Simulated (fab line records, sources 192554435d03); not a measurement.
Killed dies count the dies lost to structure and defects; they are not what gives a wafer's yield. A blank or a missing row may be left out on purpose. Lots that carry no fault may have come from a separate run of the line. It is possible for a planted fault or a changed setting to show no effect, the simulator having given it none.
Matching of chambers | flow n5Finfet | 4 sister chambers for N5_BEOL_M14_DESCUM_15 on rieDiel-04
The step chemistry O2, time 7.9 s. 8 wafers are shown with their chamber, then 8 later ones without.

## WAFERS, EACH WITH ITS CHAMBER
wafer  | chamber | showerheadPlenumPTorr (Torr) | drypumpMotorCurrentA (A)
L075.1 | 1       | 2.14                         | 5.9
L077.6 | 2       | 2.08                         | 6.0
L078.1 | 2       | 2.08                         | 6.0
L078.2 | 1       | 2.14                         | 5.8
L079.2 | 3       | 2.01                         | 5.2
L079.4 | 0       | 1.99                         | 5.9
L079.5 | 3       | 2.01                         | 5.1
L091.3 | 0       | 1.98                         | 5.9

## WAFERS WITHOUT THEIR CHAMBER
wafer  | showerheadPlenumPTorr (Torr) | drypumpMotorCurrentA (A)
L091.4 | 2.00                         | 5.1
L091.6 | 2.13                         | 5.8
L092.2 | 1.98                         | 5.9
L092.3 | 2.00                         | 5.1
L092.5 | 1.98                         | 5.9
L093.2 | 1.98                         | 6.0
L093.5 | 2.13                         | 5.9
L093.6 | 2.07                         | 6.0

## WHICH CHAMBER EACH ONE RAN IN
wafer  | from the rows above | in truth
L091.4 | 3                   | 3
L091.6 | 1                   | 1
L092.2 | 0                   | 0
L092.3 | 3                   | 3
L092.5 | 0                   | 0
L093.2 | 0                   | 0
L093.5 | 1                   | 1
L093.6 | 2                   | 2
Placed correctly: 8 of 8. Can't be placed from these rows: 0. Wrongly placed: 0.
How it was worked out, from the rows above alone: a wafer's distance from a chamber is the root of the sum, over the readings, of the square of ((its reading less the chamber's mean) divided by the reading's scatter). The wafer belongs to the nearest chamber; if the next one is less than 2 further off, it can't be placed. Each chamber's mean is taken over the wafers shown for it. The scatter: the root of (the sum of the squares of (reading less its chamber's mean) over the shown wafers, divided by (wafers less chambers)).
